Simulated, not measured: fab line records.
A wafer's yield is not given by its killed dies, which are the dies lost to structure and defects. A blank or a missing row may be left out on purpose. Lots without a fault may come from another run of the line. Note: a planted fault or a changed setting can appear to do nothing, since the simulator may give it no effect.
Which of the tools did it? :: flow n5 finfet :: 8 lots with 24 wafers sampled at 5 steps, on a route of 1938 steps

WHAT EACH GAUGE READ, for each wafer
N5_HKMG_FIN_CD_MEAS_49 targets a cd of 202 nm. Usual: 202.3 nm for cd nm, sd 0.65.
lot: L219
measured: day 4 00:27
on: cd sem-02
cd nm (nm): 201.7 202.8 201.7
flag: 

lot: L220
measured: day 4 10:57
on: cd sem-01
cd nm (nm): 202.5 202.8 202.4
flag: 

lot: L227
measured: day 6 04:15
on: cd sem-01
cd nm (nm): 202.0 202.0 201.6
flag: 

lot: L234
measured: day 7 18:09
on: cd sem-01
cd nm (nm): 201.4 201.9 201.1
flag: 

lot: L235
measured: day 7 23:14
on: cd sem-01
cd nm (nm): 202.4 202.6 202.2
flag: 

lot: L236
measured: day 8 07:17
on: cd sem-02
cd nm (nm): 202.4 202.3 203.2
flag: 

lot: L237
measured: day 8 09:27
on: cd sem-02
cd nm (nm): 202.8 203.0 203.0
flag: 

lot: L238
measured: day 8 18:07
on: cd sem-02
cd nm (nm): 201.4 202.5 202.5
flag: 

N5_BEOL_M4_RC_MEAS_101. Usual: DIBL_N 35.8 mV/V, standard deviation 1.8; DIBL_P 35.9 mV/V, standard deviation 2.2; EOT_P 10.49, standard deviation 0.1; IGATE_P 0.0036 nA/um, standard deviation 0.00061; IOFF_N 0.16 nA/um, standard deviation 0.035; IOFF_N_LIN 0.072 nA/um, standard deviation 0.013; IOFF_N_LONG 5.53e-05 nA/um, standard deviation 2.2e-06; IOFF_P 0.21 nA/um, standard deviation 0.04; IOFF_P_85C 3.6 nA/um, standard deviation 0.6; IOFF_P_LIN 0.099 nA/um, standard deviation 0.015; IOFF_P_LONG 0.000108 nA/um, standard deviation 8.2e-06; ION_N 672 uA/um, standard deviation 11; ION_P 461 uA/um, standard deviation 7.4; SS_N 71.4 mV/dec, standard deviation 0.64; SS_P 73.2 mV/dec, standard deviation 0.67; VT_N 250 mV, standard deviation 3.5; VT_N_LONG 275.0 mV, standard deviation 1.8; VT_N_LVT 99 mV, standard deviation 3.5; VT_P -251 mV, standard deviation 3.4; VT_P_LONG -274.9 mV, standard deviation 2.7; VT_P_LVT -99 mV, standard deviation 3.1.
lot: L219
measured: day 7 19:40
on: prober-02
DIBL_N (mV/V): 35.0 35.8 35.0
DIBL_P (mV/V): 34.4 36.3 35.2
EOT_P: 10.43 10.38 10.40
IGATE_P (nA/um): 0.0038 0.0039 0.0041
IOFF_N (nA/um): 0.15 0.17 0.15
IOFF_N_LIN (nA/um): 0.068 0.079 0.071
IOFF_N_LONG (nA/um): 5.78e-05 5.82e-05 5.82e-05
IOFF_P (nA/um): 0.16 0.19 0.17
IOFF_P_85C (nA/um): 2.9 3.3 3.1
IOFF_P_LIN (nA/um): 0.082 0.093 0.088
IOFF_P_LONG (nA/um): 0.000106 0.000105 0.000105
ION_N (uA/um): 664 691 671
ION_P (uA/um): 450 467 459
SS_N (mV/dec): 71.5 72.1 72.0
SS_P (mV/dec): 73.0 73.8 72.7
VT_N (mV): 250 248 248
VT_N_LONG (mV): 270.8 270.6 273.1
VT_N_LVT (mV): 98 95 98
VT_P (mV): -254 -252 -252
VT_P_LONG (mV): -278.0 -279.0 -277.6
VT_P_LVT (mV): -101 -97 -100
flag: 

lot: L220
measured: day 8 15:25
on: prober-01
DIBL_N (mV/V): 34.9 32.9 34.9
DIBL_P (mV/V): 36.2 34.3 36.9
EOT_P: 10.47 10.53 10.42
IGATE_P (nA/um): 0.0040 0.0037 0.0037
IOFF_N (nA/um): 0.17 0.14 0.17
IOFF_N_LIN (nA/um): 0.079 0.069 0.082
IOFF_N_LONG (nA/um): 5.81e-05 5.83e-05 5.8e-05
IOFF_P (nA/um): 0.23 0.20 0.25
IOFF_P_85C (nA/um): 3.9 3.5 4.2
IOFF_P_LIN (nA/um): 0.108 0.099 0.117
IOFF_P_LONG (nA/um): 0.000112 0.000117 0.000117
ION_N (uA/um): 675 669 677
ION_P (uA/um): 468 463 476
SS_N (mV/dec): 71.4 71.4 71.0
SS_P (mV/dec): 74.0 72.7 72.8
VT_N (mV): 247 250 245
VT_N_LONG (mV): 275.0 272.9 273.6
VT_N_LVT (mV): 96 99 95
VT_P (mV): -246 -250 -246
VT_P_LONG (mV): -272.1 -271.9 -272.3
VT_P_LVT (mV): -96 -98 -94
flag: 

lot: L227
measured: day 9 22:04
on: prober-02
DIBL_N (mV/V): 36.3 38.0 36.0
DIBL_P (mV/V): 36.0 39.9 36.2
EOT_P: 10.60 10.67 10.42
IGATE_P (nA/um): 0.0030 0.0029 0.0044
IOFF_N (nA/um): 0.15 0.19 0.15
IOFF_N_LIN (nA/um): 0.066 0.085 0.068
IOFF_N_LONG (nA/um): 5.35e-05 5.31e-05 5.35e-05
IOFF_P (nA/um): 0.18 0.26 0.19
IOFF_P_85C (nA/um): 3.2 4.2 3.4
IOFF_P_LIN (nA/um): 0.087 0.111 0.090
IOFF_P_LONG (nA/um): 0.000107 0.000103 0.000106
ION_N (uA/um): 663 677 667
ION_P (uA/um): 455 462 458
SS_N (mV/dec): 71.7 71.8 71.1
SS_P (mV/dec): 73.6 74.1 73.6
VT_N (mV): 251 249 249
VT_N_LONG (mV): 275.8 274.8 275.2
VT_N_LVT (mV): 99 95 98
VT_P (mV): -253 -249 -251
VT_P_LONG (mV): -275.8 -276.2 -276.6
VT_P_LVT (mV): -101 -96 -100
flag: 

lot: L234
measured: day 12 13:22
on: prober-02
DIBL_N (mV/V): 37.4 39.5 34.0
DIBL_P (mV/V): 37.8 41.4 34.2
EOT_P: 11.04 10.83 10.88
IGATE_P (nA/um): 0.0005 0.0006 0.0006
IOFF_N (nA/um): 0.08 0.09 0.05
IOFF_N_LIN (nA/um): 0.034 0.040 0.024
IOFF_N_LONG (nA/um): 3.54e-05 3.4e-05 3.32e-05
IOFF_P (nA/um): 1.67 2.10 1.22
IOFF_P_85C (nA/um): 21.8 26.6 16.7
IOFF_P_LIN (nA/um): 0.781 0.918 0.619
IOFF_P_LONG (nA/um): 0.000425 0.000423 0.00042
ION_N (uA/um): 634 639 607
ION_P (uA/um): 546 555 528
SS_N (mV/dec): 71.8 72.1 70.4
SS_P (mV/dec): 73.8 74.0 72.7
VT_N (mV): 272 270 279
VT_N_LONG (mV): 300.8 298.5 301.9
VT_N_LVT (mV): 120 118 128
VT_P (mV): -194 -193 -198
VT_P_LONG (mV): -228.3 -230.8 -228.8
VT_P_LVT (mV): -43 -40 -47
flag: OFF

lot: L235
measured: day 12 01:48
on: prober-02
DIBL_N (mV/V): 31.7 34.5 33.8
DIBL_P (mV/V): 32.3 36.6 35.5
EOT_P: 10.81 10.83 10.93
IGATE_P (nA/um): 0.0008 0.0007 0.0007
IOFF_N (nA/um): 0.03 0.05 0.05
IOFF_N_LIN (nA/um): 0.018 0.026 0.024
IOFF_N_LONG (nA/um): 3.33e-05 3.22e-05 3.23e-05
IOFF_P (nA/um): 0.84 1.18 1.14
IOFF_P_85C (nA/um): 11.6 15.4 15.0
IOFF_P_LIN (nA/um): 0.464 0.589 0.576
IOFF_P_LONG (nA/um): 0.000365 0.00036 0.000372
ION_N (uA/um): 598 610 609
ION_P (uA/um): 524 529 538
SS_N (mV/dec): 70.2 70.7 70.6
SS_P (mV/dec): 72.1 73.3 72.4
VT_N (mV): 284 277 277
VT_N_LONG (mV): 300.2 299.8 300.7
VT_N_LVT (mV): 134 128 128
VT_P (mV): -206 -200 -201
VT_P_LONG (mV): -235.2 -234.7 -235.2
VT_P_LVT (mV): -55 -51 -51
flag: OFF

lot: L236
measured: day 12 09:31
on: prober-01
DIBL_N (mV/V): 37.6 36.7 35.9
DIBL_P (mV/V): 37.8 36.8 36.1
EOT_P: 10.67 10.58 10.42
IGATE_P (nA/um): 0.0028 0.0034 0.0036
IOFF_N (nA/um): 0.17 0.15 0.14
IOFF_N_LIN (nA/um): 0.077 0.070 0.066
IOFF_N_LONG (nA/um): 5.06e-05 5.15e-05 5.08e-05
IOFF_P (nA/um): 0.19 0.17 0.17
IOFF_P_85C (nA/um): 3.3 3.1 3.0
IOFF_P_LIN (nA/um): 0.085 0.080 0.079
IOFF_P_LONG (nA/um): 9.1e-05 9.3e-05 9.4e-05
ION_N (uA/um): 671 668 660
ION_P (uA/um): 444 446 448
SS_N (mV/dec): 72.1 72.0 71.8
SS_P (mV/dec): 73.8 73.5 73.5
VT_N (mV): 251 252 253
VT_N_LONG (mV): 277.1 274.6 278.2
VT_N_LVT (mV): 97 100 100
VT_P (mV): -257 -256 -256
VT_P_LONG (mV): -279.9 -279.2 -277.5
VT_P_LVT (mV): -102 -104 -104
flag: 

lot: L237
measured: day 12 16:39
on: prober-01
DIBL_N (mV/V): 37.3 37.0 32.9
DIBL_P (mV/V): 36.3 35.8 31.6
EOT_P: 10.39 10.51 10.56
IGATE_P (nA/um): 0.0031 0.0036 0.0030
IOFF_N (nA/um): 0.18 0.16 0.11
IOFF_N_LIN (nA/um): 0.081 0.075 0.058
IOFF_N_LONG (nA/um): 5.47e-05 5.47e-05 5.41e-05
IOFF_P (nA/um): 0.21 0.20 0.15
IOFF_P_85C (nA/um): 3.6 3.5 2.7
IOFF_P_LIN (nA/um): 0.097 0.094 0.075
IOFF_P_LONG (nA/um): 0.000106 0.000101 0.000104
ION_N (uA/um): 672 682 661
ION_P (uA/um): 458 464 456
SS_N (mV/dec): 72.0 70.6 70.9
SS_P (mV/dec): 73.2 73.4 72.5
VT_N (mV): 248 249 252
VT_N_LONG (mV): 274.3 277.0 274.0
VT_N_LVT (mV): 97 98 101
VT_P (mV): -251 -251 -256
VT_P_LONG (mV): -278.0 -277.0 -274.8
VT_P_LVT (mV): -99 -99 -103
flag: 

lot: L238
measured: day 12 20:54
on: prober-01
DIBL_N (mV/V): 37.0 37.4 36.3
DIBL_P (mV/V): 36.5 37.5 36.1
EOT_P: 10.70 10.47 10.48
IGATE_P (nA/um): 0.0026 0.0031 0.0030
IOFF_N (nA/um): 0.16 0.17 0.17
IOFF_N_LIN (nA/um): 0.073 0.078 0.076
IOFF_N_LONG (nA/um): 5.74e-05 5.63e-05 5.81e-05
IOFF_P (nA/um): 0.22 0.26 0.22
IOFF_P_85C (nA/um): 3.8 4.4 3.9
IOFF_P_LIN (nA/um): 0.104 0.118 0.108
IOFF_P_LONG (nA/um): 0.000121 0.000118 0.000119
ION_N (uA/um): 673 670 671
ION_P (uA/um): 455 462 463
SS_N (mV/dec): 71.6 71.8 71.5
SS_P (mV/dec): 73.1 74.1 73.4
VT_N (mV): 251 248 250
VT_N_LONG (mV): 273.5 273.4 275.2
VT_N_LVT (mV): 100 97 97
VT_P (mV): -249 -245 -247
VT_P_LONG (mV): -271.9 -270.2 -270.4
VT_P_LVT (mV): -98 -94 -97
flag: 

EACH LOT AND THE TOOL THAT RAN IT (in order: tool; ch and the chambers of the sampled wafers; start)
lot: L219
N5_HKMG_FIN_ETCH_55: rie diel-04 ch 0,1,2, day 4 00:38
N5_HKMG_FIN_WET_ETCH_81: wet bench-02 ch 0,2,5, day 4 02:37
N5_HKMG_FIN_ALD_36: ald metal-04 ch 0,2,3, day 4 02:43

lot: L220
N5_HKMG_FIN_ETCH_55: rie diel-04 ch 0,2, day 4 11:07
N5_HKMG_FIN_WET_ETCH_81: wet bench-04 ch 0,5,6, day 4 13:04
N5_HKMG_FIN_ALD_36: ald metal-02 ch 0,1,2, day 4 13:10

lot: L227
N5_HKMG_FIN_ETCH_55: rie diel-02 ch 0,1, day 6 04:34
N5_HKMG_FIN_WET_ETCH_81: wet bench-03 ch 0,2,5, day 6 06:46
N5_HKMG_FIN_ALD_36: ald metal-02 ch 1,2,3, day 6 06:59

lot: L234
N5_HKMG_FIN_ETCH_55: rie diel-04 ch 1,2, day 7 18:19
N5_HKMG_FIN_WET_ETCH_81: wet bench-02 ch 3,5,6, day 7 20:26
N5_HKMG_FIN_ALD_36: ald metal-01 ch 0,2,3, day 7 20:31

lot: L235
N5_HKMG_FIN_ETCH_55: rie diel-04 ch 0,1, day 7 23:25
N5_HKMG_FIN_WET_ETCH_81: wet bench-04 ch 0,4,7, day 8 01:29
N5_HKMG_FIN_ALD_36: ald metal-04 ch 0,1,2, day 8 01:34

lot: L236
N5_HKMG_FIN_ETCH_55: rie diel-05 ch 2,3, day 8 07:28
N5_HKMG_FIN_WET_ETCH_81: wet bench-02 ch 0,1,6, day 8 09:46
N5_HKMG_FIN_ALD_36: ald metal-04 ch 0,1, day 8 09:52

lot: L237
N5_HKMG_FIN_ETCH_55: rie diel-05 ch 0,2, day 8 09:38
N5_HKMG_FIN_WET_ETCH_81: wet bench-04 ch 1,3,7, day 8 11:43
N5_HKMG_FIN_ALD_36: ald metal-04 ch 1,2,3, day 8 11:48

lot: L238
N5_HKMG_FIN_ETCH_55: rie diel-04 ch 0,1,3, day 8 18:18
N5_HKMG_FIN_WET_ETCH_81: wet bench-04 ch 0,4,5, day 8 20:25
N5_HKMG_FIN_ALD_36: ald metal-01 ch 1,2,3, day 8 20:31
- N5_HKMG_FIN_ETCH_55: etches SOC in N2/H2, target depth 240 nm, time 300 s.
- N5_HKMG_FIN_WET_ETCH_81: etches TiN in SC1, stops on HfO2, time 57 s, target depth 6 nm.
- N5_HKMG_FIN_ALD_36: deposits TiN, target thk 1 nm, pulse time 1 s, purge time 3 s.

WHAT THE TOOLS THEMSELVES READ (means of the sampled wafers that have a number; where no wafer has one, the mark that the record gives instead)
N5_HKMG_FIN_ETCH_55. Usual: bias w 150.0 W (standard deviation 0.45); chamber pressure mTorr 29.998 mTorr (standard deviation 0.024); drypump motor current A 5.6 A (standard deviation 0.34); oes product au 0.79 a.u. (standard deviation 0.093); rf vpp V 525.0 V (standard deviation 2.5); showerhead plenum p Torr 2.58 Torr (standard deviation 0.085); throttle valve pct 17.74 % (standard deviation 0.25).
lot: L219
tool: rie diel-04
bias w (W): 149.6
chamber pressure mTorr (mTorr): 29.992
drypump motor current A (A): 5.7
oes product au (a.u.): 0.75
rf vpp V (V): 524.7
showerhead plenum p Torr (Torr): 2.58
throttle valve pct (%): 17.87
flag: 

lot: L220
tool: rie diel-04
bias w (W): 149.6
chamber pressure mTorr (mTorr): 29.988
drypump motor current A (A): 5.8
oes product au (a.u.): 0.78
rf vpp V (V): 526.8
showerhead plenum p Torr (Torr): 2.62
throttle valve pct (%): 17.92
flag: 

lot: L227
tool: rie diel-02
bias w (W): 149.7
chamber pressure mTorr (mTorr): 30.010
drypump motor current A (A): 5.4
oes product au (a.u.): 0.72
rf vpp V (V): 525.4
showerhead plenum p Torr (Torr): 2.60
throttle valve pct (%): 18.02
flag: 

lot: L234
tool: rie diel-04
bias w (W): 150.2
chamber pressure mTorr (mTorr): 30.003
drypump motor current A (A): 5.5
oes product au (a.u.): 0.91
rf vpp V (V): 523.8
showerhead plenum p Torr (Torr): 2.56
throttle valve pct (%): 17.70
flag: 

lot: L235
tool: rie diel-04
bias w (W): 150.0
chamber pressure mTorr (mTorr): 30.015
drypump motor current A (A): 5.7
oes product au (a.u.): 0.82
rf vpp V (V): 523.6
showerhead plenum p Torr (Torr): 2.53
throttle valve pct (%): 17.66
flag: 

lot: L236
tool: rie diel-05
bias w (W): 150.1
chamber pressure mTorr (mTorr): 29.983
drypump motor current A (A): 5.7
oes product au (a.u.): 0.70
rf vpp V (V): 524.2
showerhead plenum p Torr (Torr): 2.54
throttle valve pct (%): 17.51
flag: 

lot: L237
tool: rie diel-05
bias w (W): 150.1
chamber pressure mTorr (mTorr): 30.009
drypump motor current A (A): 5.7
oes product au (a.u.): 0.75
rf vpp V (V): 526.4
showerhead plenum p Torr (Torr): 2.65
throttle valve pct (%): 17.52
flag: 

lot: L238
tool: rie diel-04
bias w (W): 150.4
chamber pressure mTorr (mTorr): 29.991
drypump motor current A (A): 5.4
oes product au (a.u.): 0.87
rf vpp V (V): 525.1
showerhead plenum p Torr (Torr): 2.59
throttle valve pct (%): 17.63
flag: 

N5_HKMG_FIN_WET_ETCH_81. Usual: bath guard temp C 60.0 C, standard deviation 0.51; bath heat duty pct 10.3 %, standard deviation 1.5.
lot: L219
tool: wet bench-02
bath guard temp C (C): 60.5
bath heat duty pct (%): 9.6
flag: 

lot: L220
tool: wet bench-04
bath guard temp C (C): 59.8
bath heat duty pct (%): 10.1
flag: 

lot: L227
tool: wet bench-03
bath guard temp C (C): 60.4
bath heat duty pct (%): 9.3
flag: 

lot: L234
tool: wet bench-02
bath guard temp C (C): -
bath heat duty pct (%): -
flag: OFF

lot: L235
tool: wet bench-04
bath guard temp C (C): -
bath heat duty pct (%): -
flag: OFF

lot: L236
tool: wet bench-02
bath guard temp C (C): 59.9
bath heat duty pct (%): 9.5
flag: 

lot: L237
tool: wet bench-04
bath guard temp C (C): 59.8
bath heat duty pct (%): 11.6
flag: 

lot: L238
tool: wet bench-04
bath guard temp C (C): 59.8
bath heat duty pct (%): 10.1
flag: 

N5_HKMG_FIN_ALD_36. Usual: heater power w 879 W, standard deviation 67; precursor pulse height rel 1.002, standard deviation 0.022.
lot: L219
tool: ald metal-04
heater power w (W): 908
precursor pulse height rel: 1.013
flag: 

lot: L220
tool: ald metal-02
heater power w (W): 830
precursor pulse height rel: 1.006
flag: 

lot: L227
tool: ald metal-02
heater power w (W): 850
precursor pulse height rel: 1.011
flag: 

lot: L234
tool: ald metal-01
heater power w (W): 916
precursor pulse height rel: 1.009
flag: 

lot: L235
tool: ald metal-04
heater power w (W): 887
precursor pulse height rel: 0.995
flag: 

lot: L236
tool: ald metal-04
heater power w (W): 850
precursor pulse height rel: 0.982
flag: 

lot: L237
tool: ald metal-04
heater power w (W): 910
precursor pulse height rel: 0.972
flag: 

lot: L238
tool: ald metal-01
heater power w (W): 890
precursor pulse height rel: 1.008
flag: 

THE ANSWER, worked out from the rows above alone
Rule: a lot counts as off when the mean over its wafers that have a number is more than 3 standard deviations away from the usual mean. Also off: a lot with no number at a reading for which 4 or more lots have one. The other lots that the step has rows for count as sound. First the gauges in route order, then the tools' own readings, where a lot's mean is used as printed above. At the first step where some lot is off, the reading lying furthest off is the one used; lots without a number count as furthest.
Off: at N5_BEOL_M4_RC_MEAS_101 (IOFF_P_LIN), L234, L235.
If a tool, at a process step before that reading, ran all the lots that are off and no sound lot after the first of them, it fits. The gauges at N5_BEOL_M4_RC_MEAS_101 aren't tried: what is off there is off at N5_HKMG_FIN_WET_ETCH_81 too, on other tools, and a gauge's error can't cause that. No candidate that was tried fits.

WHAT THE SIMULATOR PUT IN
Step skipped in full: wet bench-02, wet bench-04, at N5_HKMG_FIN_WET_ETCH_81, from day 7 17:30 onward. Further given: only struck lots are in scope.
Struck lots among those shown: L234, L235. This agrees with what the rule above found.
